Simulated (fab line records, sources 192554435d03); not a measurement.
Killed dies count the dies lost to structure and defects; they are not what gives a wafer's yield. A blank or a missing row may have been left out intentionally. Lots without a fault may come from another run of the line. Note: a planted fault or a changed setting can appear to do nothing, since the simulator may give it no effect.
Matching of chambers + flow n5_finfet + uv_cure-03 running N5_BEOL_M11_CURE_71: 3 sister chambers
The step cures SiCOH lowk, time 240 s. 3 wafers are shown with their chamber, then 10 later ones without.

## WAFERS, EACH WITH ITS CHAMBER
| wafer  | chamber | wafer_temp_C_max |
|--------|---------|------------------|
| L083.6 | 2       | 386.2            |
| L086.4 | 0       | 387.4            |
| L084.4 | 1       | 385.9            |

## WAFERS WHOSE CHAMBER IS MISSING
| wafer  | wafer_temp_C_max |
|--------|------------------|
| L084.5 | 385.7            |
| L091.2 | 386.3            |
| L091.5 | 386.3            |
| L091.6 | 386.5            |
| L093.1 | 385.5            |
| L093.2 | 385.6            |
| L093.5 | 385.7            |
| L093.3 | 385.5            |
| L093.4 | 385.6            |
| L093.6 | 385.8            |

## WHICH CHAMBER EACH ONE RAN IN
| wafer  | from the rows above     | in truth |
|--------|-------------------------|----------|
| L084.5 | can't be placed: 1 or 2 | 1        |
| L091.2 | can't be placed: 2 or 1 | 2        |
| L091.5 | can't be placed: 2 or 1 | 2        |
| L091.6 | can't be placed: 2 or 1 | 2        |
| L093.1 | can't be placed: 1 or 2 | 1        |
| L093.2 | can't be placed: 1 or 2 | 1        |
| L093.5 | can't be placed: 1 or 2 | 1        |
| L093.3 | can't be placed: 1 or 2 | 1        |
| L093.4 | can't be placed: 1 or 2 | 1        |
| L093.6 | can't be placed: 1 or 2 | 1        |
Correct placement for 0 of the 10. Cannot be placed on the basis of these rows: 10; the candidates contain the true chamber in 10. Placed wrongly: 0.
How it was worked out, from the rows above alone: a wafer's distance from a chamber is the root of the sum, over the readings, of the square of ((its reading less the chamber's mean) divided by the reading's scatter). If the next closest chamber is less than 2 further off than the closest, the wafer can't be placed; otherwise it belongs to the closest. For every chamber, the mean is computed from those of its wafers that are shown. The scatter (one wafer shown for each chamber): square how far every hidden wafer sits from the nearest shown wafer, average those squares and take the square root.
